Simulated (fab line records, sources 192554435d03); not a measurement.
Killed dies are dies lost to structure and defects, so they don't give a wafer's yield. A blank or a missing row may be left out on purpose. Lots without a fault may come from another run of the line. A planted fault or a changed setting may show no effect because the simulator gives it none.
Split-lot experiment | flow n5_finfet | 7 lots, 21 wafers read, on a route of 1938 steps

THE SPLIT
At N5_WELL_APT_PEB_23 (peb time 90 s), the setting peb_time_s was moved away from the recipe's 90 s on 5 of the 21 wafers read, by -21.8% to +15.0%. The other wafers ran this setting at the recipe's value.

FROM THE SPLIT TO THE READING: what the file shows between them, 2 steps
- N5_WELL_APT_DEVELOP_24: develop time 45 s
- N5_WELL_APT_HARDBAKE_29: time 120 s

THE READING
cd_nm, in nm, at N5_WELL_APT_CD_MEAS_25 (target cd 200 nm). Fault-free wafers of this fab line usually give 200.5 nm, standard deviation 1.4 nm.

wafer  | tool, chamber at the split | peb_time_s as run, s | against the recipe | cd_nm, nm | against lot-mates on the recipe
L074.2 | litho_track-03, 0          | 90                   | recipe             | 203.5     | -
L074.3 | litho_track-03, 0          | 90                   | recipe             | 201.2     | -
L074.5 | litho_track-03, 0          | 90                   | recipe             | 203.9     | -
L081.3 | litho_track-04, 0          | 90                   | recipe             | 202.5     | -
L081.4 | litho_track-04, 0          | 90                   | recipe             | 199.5     | -
L081.5 | litho_track-04, 0          | 90                   | recipe             | 201.2     | -
L084.1 | litho_track-04, 0          | 90                   | recipe             | 201.2     | -
L084.4 | litho_track-04, 0          | 90                   | recipe             | 199.3     | -
L084.6 | litho_track-04, 0          | 70.35                | -21.8%             | 188.1     | -12.2
L088.2 | litho_track-01, 0          | 90                   | recipe             | 201.1     | -
L088.5 | litho_track-01, 0          | 90                   | recipe             | 201.0     | -
L088.6 | litho_track-01, 0          | 90                   | recipe             | 200.9     | -
L089.2 | litho_track-04, 0          | 90                   | recipe             | 199.5     | -
L089.5 | litho_track-04, 0          | 90                   | recipe             | 199.9     | -
L089.6 | litho_track-04, 0          | 90                   | recipe             | 198.6     | -
L092.1 | litho_track-04, 0          | 90                   | recipe             | 200.9     | -
L092.3 | litho_track-04, 0          | 90                   | recipe             | 199.4     | -
L092.4 | litho_track-04, 0          | 77.09                | -14.3%             | 193.3     | -6.8
L093.1 | litho_track-04, 0          | 103.5                | +15.0%             | 207.3     | no lot-mate on the recipe
L093.5 | litho_track-04, 0          | 103.5                | +15.0%             | 204.8     | no lot-mate on the recipe
L093.6 | litho_track-04, 0          | 103.5                | +15.0%             | 208.0     | no lot-mate on the recipe

THE FIT
A straight line over all 21 wafers: cd_nm changes by +0.481 nm for each +1% of peb_time_s; r = +0.93; the points scatter about the line by 1.6 nm.
The same after taking each lot's own level away (the mean of its wafers on the recipe; 18 wafers): +0.534 nm for each +1%; r = +0.96; scatter 0.92 nm.
On that fit, the largest move of peb_time_s shifts the reading by 12 nm.
The lots' own levels span 199.33 to 202.87 nm, that is 2.5 times the standard deviation above.
So the lot-to-lot level changes the slope little: the two slopes agree.
Check: with one of the wafers moved furthest among these (-21.8%) left out of the fit, the line predicts -10.4 nm for it against its lot-mates. It came out at -12.2 nm against them.

OTHER SPLITS ON THESE WAFERS
These wafers also went through other splits before the reading. Each is held against what the fit with the lots' levels taken away leaves over:
other split on the same wafers | wafers away from the commonest value | r with cd_nm (lot level and that fit taken away)
N5_ZERO_LAYER_PECVD_02 time_s  | 7                                    | -0.20
N5_ZERO_LAYER_COAT_05 spin_rpm | 6                                    | +0.20

THE WHOLE CHAIN: every reading that the file lists as answering this split, in the file's order
step                   | what it does             | reading                                                         | change (the file's fit)               | r (the file's)
N5_WELL_APT_CD_MEAS_25 | target cd 200 nm         | cd_nm                                                           | +0.534 nm for each +1% of the setting | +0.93
N5_WELL_APT_DESCUM_30  | chemistry O2, time 7.9 s | WELL_APT.cd_nm (the simulator's own value, which no gauge read) | +0.54 nm for each +1% of the setting  | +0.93

THE FILE'S OWN FIT
cd_nm changes by +0.534 nm for each +1% of peb_time_s, r = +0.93.
